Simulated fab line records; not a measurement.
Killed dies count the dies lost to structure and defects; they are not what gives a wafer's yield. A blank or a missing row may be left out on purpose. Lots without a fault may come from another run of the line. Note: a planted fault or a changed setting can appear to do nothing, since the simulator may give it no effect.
fab line records	flow nandHarc
[record] lots = 14	wafers = 41	lastDay = 33
route steps=1302 shown P_ZERO_WELL@19 P_GATE@132
lots untouched by any fault: they come from a run of this same line in which no faults occurred
startH: hours from the record's first day to the start of the lot's first wafer shown	waitH: hours from the lot's prior step to this one	" same as the row above	L1.1+2: one row covering several wafers at once	- value missing, or start not given	* or withheld: withheld	< > ~ a bound
route shown NAME@n: a module of which the file shows steps, and the number in the route of the first	usual: the fault-free wafers' mean and standard deviation	same: alike in all rows	chamber/n: place in a boat	sites: the reading at each site	_std_site: the standard deviation of these	_edge_site: mean of outer sites minus mean of inner sites	radiusMm: for every site, how far away it sits from the centre of the wafer	mask NAME#n: copy n	behind: the most recent tool/chamber to have shaped the wafer	hold: what put the lot on hold/how long, in hours/how the hold closed	device: names the non-switching transistor (n, p or np)	end of line: at the end of the route, the tests of the same wafers	a step without rows: its recipe alone	killed: count of dies lost to structure and defects at first sort (not the wafer's yield)	map: shows each die of a wafer: x if killed, . if not, _ if none is there
set.NAME: the setting as run; set.NAME@STEP: as run at that earlier step	model.NAME: the simulator's own value behind a step, which no gauge read
steps of the route over a sample of lots; a table a step, a row a wafer
services: when a tool's chamber went out of use (startH, in hours from the record's first day, below 0 if earlier), for how many hours, and the reason
[[steps]]
[step NHARC_P_ZERO_WELL_ETCH_63]
[recipe] targetDepthA = 1200	timeS = 40.1	hbrFlowSccm = 150	cl2FlowSccm = 50	rfW = 400	icpW = 400	biasW = 100	chemistry = HBr/Cl2
[usual] drypumpMotorCurrentA = 5.7/0.44	oesProductAu = 1.000/0.0077	throttleValvePct = 26.406/0.0093
[same] timeS = 40.1
lot.wafer	tool	chamber	startH	waitH	drypumpMotorCurrentA	oesProductAu	rfHoursCounterH	throttleValvePct
L614.4	rieSi-03	3	21.61	-	6.2	0.997	0.7	26.405
L614.3	"	0	"	"	5.7	0.998	1.0	26.401
L614.1	"	2	"	"	5.3	1.003	0.9	26.392
L615.4	rieSi-03	0	31.70	-	5.8	0.997	1.1	26.414
L615.3	"	1	"	"	6.1	1.001	1.0	26.409
L615.6	"	3	"	"	6.1	0.997	-	26.397
L616.2	rieSi-05	0	41.72	-	6.0	0.990	0.5	26.414
L616.3	"	2	"	"	5.2	1.001	0.5	26.420
L616.1	"	3	"	"	4.9	0.994	0.5	26.422
L617.2	rieSi-02	0	51.67	-	5.6	1.006	0.7	26.397
L617.1	"	2	"	"	6.6	1.007	0.8	26.402
L617.5	"	0	"	"	5.6	1.016	-	26.410
L619.2	rieSi-03	1	71.66	-	6.1	0.990	0.1	26.398
L619.3	"	2	"	"	5.3	1.003	0.1	26.416
L619.5	"	1	"	"	6.2	0.995	-	26.394
L620.3	rieSi-03	1	81.76	-	6.1	1.009	0.2	26.400
L620.1	"	2	"	"	5.3	1.015	0.1	26.408
L620.6	"	0	"	"	5.7	0.992	-	26.405
L621.1	rieSi-05	3	91.61	-	4.9	0.997	0.8	26.409
L621.3	"	0	"	"	6.0	1.006	0.9	26.427
L621.5	"	3	"	"	4.9	0.994	-	26.401
L622.4	rieSi-03	0	102.27	-	5.7	1.012	0.3	26.405
L622.1	"	1	"	"	6.2	0.998	0.3	26.402
L622.5	"	0	"	"	5.7	1.001	-	26.415
L624.1	rieSi-05	0	121.72	-	6.1	1.002	1.1	26.403
L624.3	"	2	"	"	5.1	1.004	1.0	26.393
L624.4	"	2	"	"	5.2	1.010	-	26.419
L625.4	rieSi-02	0	131.67	-	5.6	1.005	0.2	26.405
L625.3	"	1	"	"	6.1	1.006	0.2	26.400
L625.2	"	2	"	"	6.5	1.011	0.1	26.424
L632.3	rieSi-03	0	201.68	-	5.7	1.006	0.8	26.415
L632.6	"	2	"	"	5.3	1.002	-	26.392
L635.2	rieSi-03	1	231.74	-	6.1	0.994	0.0	26.423
L635.4	"	3	"	"	6.1	0.993	0.0	26.427
L635.5	"	1	"	"	6.2	0.976	-	26.405
L636.2	rieSi-02	2	241.67	-	6.6	1.016	0.7	26.408
L636.4	"	0	"	"	5.6	1.000	0.9	26.399
L636.5	"	2	"	"	6.5	1.000	-	26.410
L637.1	rieSi-03	2	251.66	-	5.2	0.994	0.2	26.398
L637.5	"	2	"	"	5.3	1.003	-	26.389
L637.6	"	3	"	"	6.2	1.003	-	26.399
[step NHARC_P_ZERO_WELL_CD_MEAS_52]
[recipe] targetCdNm = 2000	landingEnergyEv = 500
[usual] cdNm = 1999.7/1.6
lot.wafer	tool	chamber	startH	waitH	cdNm
L614.1	cdSem-01	0	25.69	-	1998.7
L614.3	"	0	"	"	1997.7
L614.4	"	0	"	"	1997.5
L615.3	cdSem-01	0	35.78	-	2001.9
L615.4	"	0	"	"	2000.7
L615.6	"	0	"	"	2000.7
L616.1	cdSem-01	0	45.91	-	2000.0
L616.2	"	0	"	"	2002.1
L616.3	"	0	"	"	2001.0
L617.1	cdSem-02	0	55.77	-	1999.1
L617.2	"	0	"	"	1999.5
L617.5	"	0	"	"	1997.5
L619.2	cdSem-01	0	75.74	-	1997.7
L619.3	"	0	"	"	1999.8
L619.5	"	0	"	"	1998.1
L620.1	cdSem-01	0	85.81	-	1998.6
L620.3	"	0	"	"	1998.2
L620.6	"	0	"	"	1999.9
L621.1	cdSem-01	0	95.87	-	2000.5
L621.3	"	0	"	"	1998.5
L621.5	"	0	"	"	1998.5
L622.1	cdSem-03	0	106.46	-	2002.6
L622.4	"	0	"	"	2000.2
L622.5	"	0	"	"	2002.1
L624.1	cdSem-02	0	125.96	-	2002.1
L624.3	"	0	"	"	2001.1
L624.4	"	0	"	"	2000.9
L625.2	cdSem-01	0	135.76	-	2000.1
L625.3	"	0	"	"	2001.5
L625.4	"	0	"	"	2001.7
L632.3	cdSem-02	0	205.86	-	1997.3
L632.6	"	0	"	"	1997.8
L635.2	cdSem-01	0	235.72	-	2000.3
L635.4	"	0	"	"	2000.3
L635.5	"	0	"	"	2000.4
L636.2	cdSem-02	0	245.79	-	2000.6
L636.4	"	0	"	"	2003.1
L636.5	"	0	"	"	2002.6
L637.1	cdSem-02	0	255.74	-	2000.2
L637.5	"	0	"	"	2000.5
L637.6	"	0	"	"	1999.1
[step NHARC_P_GATE_DEP_103]
[recipe] targetThkA = 300	targetThkNm = 30	tempC = 400	flowSccm = 200	rfW = 350	material = SiON
[usual] heaterPowerW = 729/64	susceptorTempC = 400.00/0.21
lot.wafer	tool	chamber	startH	waitH	heaterPowerW	susceptorTempC
L614.1	pecvd-01	2	93.34	0.6	800	399.92
L614.3	"	1	"	"	709	400.16
L614.4	"	2	"	"	765	400.11
L615.3	pecvd-01	2	108.08	0.3	826	399.81
L615.6	"	2	"	"	847	399.85
L615.4	"	1	"	"	728	399.65
L617.2	pecvd-04	1	122.82	0.5	658	400.21
L617.1	"	2	"	"	679	399.83
L617.5	"	2	"	"	677	400.09
L616.1	pecvd-03	1	123.43	0.6	673	400.03
L616.3	"	2	"	"	821	399.70
L616.2	"	0	"	"	721	400.22
L619.3	pecvd-03	2	146.08	0.3	728	400.41
L619.2	"	1	"	"	759	399.89
L619.5	"	2	"	"	738	399.91
L620.3	pecvd-04	2	156.57	0.3	732	400.04
L620.1	"	1	"	"	695	400.01
L620.6	"	0	"	"	661	399.68
L621.1	pecvd-03	2	163.39	0.6	810	399.86
L621.3	"	0	"	"	792	400.14
L621.5	"	0	"	"	777	400.57
L622.1	pecvd-03	2	181.54	0.6	820	399.91
L622.4	"	2	"	"	815	400.24
L622.5	"	0	"	"	806	400.34
L624.1	pecvd-04	0	204.77	0.6	607	400.30
L624.3	"	1	"	"	642	400.13
L624.4	"	0	"	"	610	400.26
L625.3	pecvd-04	0	209.07	0.4	707	399.84
L625.2	"	1	"	"	610	400.08
L625.4	"	1	"	"	602	400.00
L632.3	pecvd-03	1	281.96	0.6	810	399.93
L632.6	"	1	"	"	800	400.10
L636.2	pecvd-04	2	310.90	0.5	644	400.19
L636.4	"	2	"	"	650	400.31
L636.5	"	0	"	"	771	399.90
L635.2	pecvd-03	2	311.52	0.5	796	399.80
L635.5	"	0	"	"	832	399.80
L635.4	"	1	"	"	737	400.13
L637.1	pecvd-03	1	323.42	0.6	770	400.07
L637.5	"	0	"	"	724	399.99
L637.6	"	2	"	"	826	400.11
[step NHARC_P_GATE_ETCH_114]
[recipe] targetDepthA = 300	overetchA = 30	timeS = 16.5	ionEnergyEv = 100	cf4FlowSccm = 80	o2FlowSccm = 20	arFlowSccm = 0	rfW = 300	biasW = 100	chemistry = CF4/O2
[usual] drypumpMotorCurrentA = 5.7/0.44	oes_f_703_au = 1.000/0.005	oesProductAu = 0.999/0.008	rfVppV = 197.7/1.3	runLengthS = 37.7/0.38	showerheadPlenumPTorr = 1.33/0.045	throttleValvePct = 13.397/0.0097
lot.wafer	tool	chamber	startH	waitH	drypumpMotorCurrentA	oes_f_703_au	oesProductAu	rfHoursCounterH	rfVppV	runLengthS	showerheadPlenumPTorr	throttleValvePct
L614.3	rieDiel-09	1	94	-	6.2	1.000	1.010	4.7	198.2	37.7	1.36	13.400
L614.4	"	2	"	"	5.2	0.996	1.002	4.4	196.8	38.1	1.34	13.391
L614.1	"	3	"	"	5.8	0.990	0.998	4.9	199.3	37.2	1.33	13.422
L615.3	rieDiel-02	3	109	-	5.8	0.999	0.992	3.0	198.3	37.2	1.37	13.396
L615.4	"	0	"	"	5.6	1.002	0.997	3.1	199.7	38.5	1.38	13.394
L615.6	"	2	"	"	5.2	0.999	0.978	-	197.0	38.1	1.26	13.411
L617.1	rieDiel-02	2	124	-	5.3	0.998	0.992	5.8	196.9	38.2	1.26	13.404
L617.2	"	1	"	"	5.9	1.002	1.004	5.0	197.3	37.4	1.25	13.398
L617.5	"	3	"	"	5.8	0.995	1.002	-	199.8	37.5	1.37	13.395
L616.3	rieDiel-13	2	124	-	6.2	0.999	1.008	7.4	197.4	37.3	1.28	13.405
L616.1	"	0	"	"	5.8	0.995	0.993	6.7	198.5	38.0	1.30	13.404
L616.2	"	1	"	"	4.9	1.000	1.009	7.0	196.2	37.2	1.28	13.406
L619.2	rieDiel-13	1	147	-	4.9	0.997	1.011	7.9	196.6	37.3	1.28	13.395
L619.3	"	2	"	"	6.2	1.001	1.003	8.8	195.5	37.3	1.28	13.390
L619.5	"	1	"	"	4.9	1.006	0.997	-	197.3	37.6	1.28	13.393
L620.3	rieDiel-02	3	157	-	5.8	1.005	0.999	7.5	197.8	37.3	1.37	13.400
L620.1	"	0	"	"	5.6	1.000	1.006	7.3	200.1	38.0	1.38	13.388
L620.6	"	0	"	"	5.6	1.000	1.001	-	198.2	38.3	1.38	13.395
L621.1	rieDiel-09	1	164	-	6.2	0.995	1.007	0.7	197.5	37.8	1.36	13.419
L621.3	"	0	"	"	5.0	0.998	1.001	0.4	198.5	37.7	1.37	13.402
L621.5	"	2	"	"	5.2	0.996	0.991	-	198.5	38.1	1.34	13.405
L622.1	rieDiel-02	2	182	-	5.3	1.006	0.979	8.8	194.1	38.3	1.25	13.408
L622.5	"	2	"	"	5.2	0.994	0.984	-	197.1	38.4	1.26	13.395
L622.4	"	3	"	"	5.8	1.005	0.995	-	198.4	37.2	1.37	13.367
L624.3	rieDiel-09	2	205	-	5.1	0.997	0.999	2.8	198.5	37.7	1.34	13.399
L624.4	"	3	"	"	5.9	0.997	1.006	3.1	197.4	37.0	1.33	13.389
L624.1	"	1	"	"	6.2	1.005	1.011	2.4	199.1	37.7	1.36	13.398
L625.2	rieDiel-13	0	210	-	5.8	1.001	0.985	1.7	197.5	38.1	1.30	13.418
L625.3	"	1	"	"	4.9	0.998	0.990	1.2	198.7	37.2	1.28	13.384
L625.4	"	2	"	"	6.2	1.012	0.998	1.2	197.0	37.8	1.28	13.392
L632.3	rieDiel-09	1	283	-	6.2	0.997	0.995	8.4	196.8	36.1	1.36	13.382
L632.6	"	0	"	"	5.1	1.001	0.996	-	199.7	38.1	1.37	13.401
L636.4	rieDiel-13	0	312	-	5.8	1.012	1.000	8.5	197.1	38.0	1.30	13.409
L636.2	"	2	"	"	6.2	1.008	1.004	8.4	196.0	37.3	1.28	13.400
L636.5	"	0	"	"	5.8	1.001	1.000	-	197.2	38.2	1.30	13.392
L635.2	rieDiel-09	2	312	-	5.2	1.003	0.996	10.3	199.1	38.4	1.34	13.408
L635.5	"	1	"	"	6.2	1.001	0.996	-	198.6	36.2	1.36	13.397
L635.4	"	3	"	"	5.8	1.002	1.013	-	197.2	37.6	1.33	13.393
L637.1	rieDiel-02	1	324	-	5.8	1.003	1.004	4.9	196.8	37.5	1.25	13.402
L637.6	"	3	"	"	5.8	0.997	0.998	-	196.9	37.6	1.37	13.390
L637.5	"	0	"	"	5.6	1.000	1.014	-	197.5	38.6	1.38	13.403
[[services]]
tool	chamber	startH	hours	kind
pecvd-03	-	4.06	13.0	pm
pecvd-04	-	11.99	5.0	repair
rieDiel-02	-	39.70	9.0	pm
rieSi-03	-	44.00	9.0	pm
rieDiel-02	2	52.56	2.7	repair
rieDiel-02	1	60.02	10.9	repair
pecvd-03	-	61.37	1.3	repair
pecvd-04	-	88.00	13.0	pm
rieDiel-02	1	141.18	7.1	repair
pecvd-03	-	149.62	1.1	repair
rieDiel-02	1	156.02	16.4	repair
rieDiel-02	3	171.10	1.5	repair
rieDiel-02	1	182.21	2.4	repair
pecvd-03	-	185.54	13.0	pm
rieSi-03	-	198.58	0.7	repair
rieDiel-02	-	216.70	9.0	pm
rieSi-03	-	221.00	9.0	pm
pecvd-04	-	224.24	1.5	repair
pecvd-04	0	235.60	22.7	repair
pecvd-04	1	243.08	8.4	repair
pecvd-04	-	269.02	13.0	pm
rieDiel-02	3	274.27	21.3	repair
rieDiel-02	2	287.09	22.8	repair
rieSi-03	3	293.28	1.0	repair
[[key]]
[firstSign] step = NHARC_P_GATE_ETCH_114	reading = runLengthS	direction = down	sigmas = 4.1	usual = *	struck = *
effect none on later readings
metAt NHARC_P_GATE_ETCH_114
struckLots L632,L635
struckWafers L632.3,L635.5
sortLeftOut L632.3,L635.5
testerLeftOut L632,L635
notActingAt NHARC_P_ZERO_WELL_ETCH_63,NHARC_P_ZERO_WELL_CD_MEAS_52,NHARC_P_GATE_DEP_103
onsetBetween 205 283
[fault] kind = processParameterDrift	tool = rieDiel-09	chamber = -	onsetH = 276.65	steps = NHARC_P_GATE_ETCH_114	channel = timeS	offset = *	shape = step	endH = 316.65	scope = struckWafersOnly	actsIn = *	stated = *
// testerLeftOut: of these lots the tester's yield and bins aren't shown, on N5 and GAA mostly nor the transistor test; their killed dies are dies lost to structure and defects alone, not to doping, threshold or leakage, so they don't give the yield
// sortLeftOut: the simulated sort isn't trusted on such a fault, so these wafers' sort isn't shown, and their yield isn't known
